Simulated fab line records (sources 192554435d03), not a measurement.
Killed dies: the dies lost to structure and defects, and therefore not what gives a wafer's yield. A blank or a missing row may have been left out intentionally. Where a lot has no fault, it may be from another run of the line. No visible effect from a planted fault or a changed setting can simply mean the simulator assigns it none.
Matching of chambers / flow n5-finfet / N5_BEOL_M8_CURE_74 on uv-cure-01 has 3 sister chambers
The step cures SiCOH lowk, time 240 s. 3 wafers are shown with their chamber, then 8 later ones without.

== EACH WAFER AND ITS CHAMBER ==
wafer=L074.5 chamber=1 wafer_temp_C_max=387.9
wafer=L087.6 chamber=2 wafer_temp_C_max=386.1
wafer=L093.1 chamber=0 wafer_temp_C_max=386.6

== WAFERS WITH NO CHAMBER GIVEN ==
wafer=L093.2 wafer_temp_C_max=387.0
wafer=L093.4 wafer_temp_C_max=386.5
wafer=L091.1 wafer_temp_C_max=388.5
wafer=L091.2 wafer_temp_C_max=389.3
wafer=L091.6 wafer_temp_C_max=388.7
wafer=L096.1 wafer_temp_C_max=388.8
wafer=L096.2 wafer_temp_C_max=387.8
wafer=L096.4 wafer_temp_C_max=387.9

== EACH ONE'S CHAMBER ==
wafer=L093.2; from the rows above=can't be placed: 0 or 1 or 2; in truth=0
wafer=L093.4; from the rows above=can't be placed: 0 or 2 or 1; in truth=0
wafer=L091.1; from the rows above=can't be placed: 1 or 0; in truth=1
wafer=L091.2; from the rows above=can't be placed: 1 or 0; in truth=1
wafer=L091.6; from the rows above=can't be placed: 1 or 0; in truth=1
wafer=L096.1; from the rows above=can't be placed: 1 or 0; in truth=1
wafer=L096.2; from the rows above=can't be placed: 1 or 0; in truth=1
wafer=L096.4; from the rows above=can't be placed: 1 or 0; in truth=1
Correctly placed: 0 of 8. Can't be placed from these rows: 8 (the true chamber is among the candidates in 8). 0 placed wrongly.
How it was worked out, from the rows above alone: a wafer's distance from a chamber is the root of the sum, over the readings, of the square of ((its reading less the chamber's mean) divided by the reading's scatter). If the next closest chamber is less than 2 further off than the closest, the wafer can't be placed; otherwise it belongs to the closest. A chamber's mean is the mean of its shown wafers. The scatter: with one shown wafer a chamber, the root of the mean of the squares of how far each hidden wafer lies from its nearest shown one.
